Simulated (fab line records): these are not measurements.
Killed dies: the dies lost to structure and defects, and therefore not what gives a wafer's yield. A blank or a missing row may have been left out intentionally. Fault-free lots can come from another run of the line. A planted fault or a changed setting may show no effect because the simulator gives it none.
Split-lot study | flow n5Finfet | 7 lots, 21 wafers read, on a route of 1938 steps

== THE SPLIT ITSELF ==
At N5_ZERO_LAYER_PECVD_02 (deposits SiO2 from SiH4/N2O, target thk 10 nm, time 6 s), the setting timeS was moved away from the recipe's 6 s on 7 of the 21 wafers read, by -10.5% to +7.3%. All remaining wafers had this setting at the recipe value.

The reading is taken at the split's own step.

== THE READING ==
SiO2_of_ZERO_LAYER_PECVD_02.thkNm (the simulator's own value, which no gauge read), in nm, at N5_ZERO_LAYER_PECVD_02 (deposits SiO2 from SiH4/N2O, target thk 10 nm, time 6 s). The file gives no usual value for it. Average 10.127 nm, standard deviation 0.17 nm, over the 14 wafers here run with the recipe.

wafer  | tool, chamber at the split | timeS as run, s | against the recipe | SiO2_of_ZERO_LAYER_PECVD_02.thkNm, nm | against lot-mates on the recipe
L074.2 | pecvd-04, 2                | 6               | recipe             | 10.05                                 | -
L074.3 | pecvd-04, 1                | 5.497           | -8.4%              | 9.316                                 | -0.734
L074.4 | pecvd-04, 2                | 5.497           | -8.4%              | 9.341                                 | -0.709
L075.3 | pecvd-02, 1                | 6               | recipe             | 10.12                                 | -
L075.4 | pecvd-02, 2                | 6.438           | +7.3%              | 10.92                                 | +0.765
L075.5 | pecvd-02, 1                | 6               | recipe             | 10.19                                 | -
L076.2 | pecvd-02, 1                | 6               | recipe             | 10.07                                 | -
L076.5 | pecvd-02, 1                | 6.421           | +7.0%              | 10.99                                 | +0.920
L076.6 | pecvd-02, 2                | 6.421           | +7.0%              | 10.86                                 | +0.790
L087.1 | pecvd-03, 1                | 6               | recipe             | 9.975                                 | -
L087.2 | pecvd-03, 0                | 5.742           | -4.3%              | 9.538                                 | -0.630
L087.4 | pecvd-03, 1                | 6               | recipe             | 10.36                                 | -
L093.2 | pecvd-03, 1                | 5.37            | -10.5%             | 8.967                                 | -1.053
L093.3 | pecvd-03, 2                | 6               | recipe             | 9.86                                  | -
L093.4 | pecvd-03, 1                | 6               | recipe             | 10.18                                 | -
L094.1 | pecvd-02, 0,1              | 6               | recipe             | 10.02                                 | -
L094.2 | pecvd-02, 0,1              | 6               | recipe             | 10.02                                 | -
L094.5 | pecvd-02, 0                | 6               | recipe             | 9.989                                 | -
L095.3 | pecvd-04, 1                | 6               | recipe             | 10.33                                 | -
L095.4 | pecvd-04, 2                | 6               | recipe             | 10.1                                  | -
L095.5 | pecvd-04, 1                | 6               | recipe             | 10.52                                 | -
When a row names more than one chamber, that row covers several wafers, and the file does not tell which wafer ran in which chamber.

THE FIT
A straight line over all 21 wafers: SiO2_of_ZERO_LAYER_PECVD_02.thkNm changes by +0.107 nm for each +1% of timeS; r = +0.96; the points scatter about the line by 0.15 nm.
The same after taking each lot's own level away (the mean of its wafers on the recipe; 21 wafers): +0.104 nm for each +1%; r = +0.97; scatter 0.13 nm.
The reading moves by 1.1 nm for the largest change in timeS, on that fit.
Across the lots, their own levels run from 10.0097 to 10.3167 nm, a range of 1.8 times the standard deviation given above.
Consequently the slope shifts little with the lot-to-lot level, the two slopes agreeing.
Check: -1.08 nm against its lot-mates is what the line predicts for one of the wafers moved furthest among these (-10.5%) when that wafer is left out of the fit. It came out at -1.05 nm against them.

== FILE'S OWN FIT ==
SiO2_of_ZERO_LAYER_PECVD_02.thkNm changes by +0.104 nm for each +1% of timeS, r = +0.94.
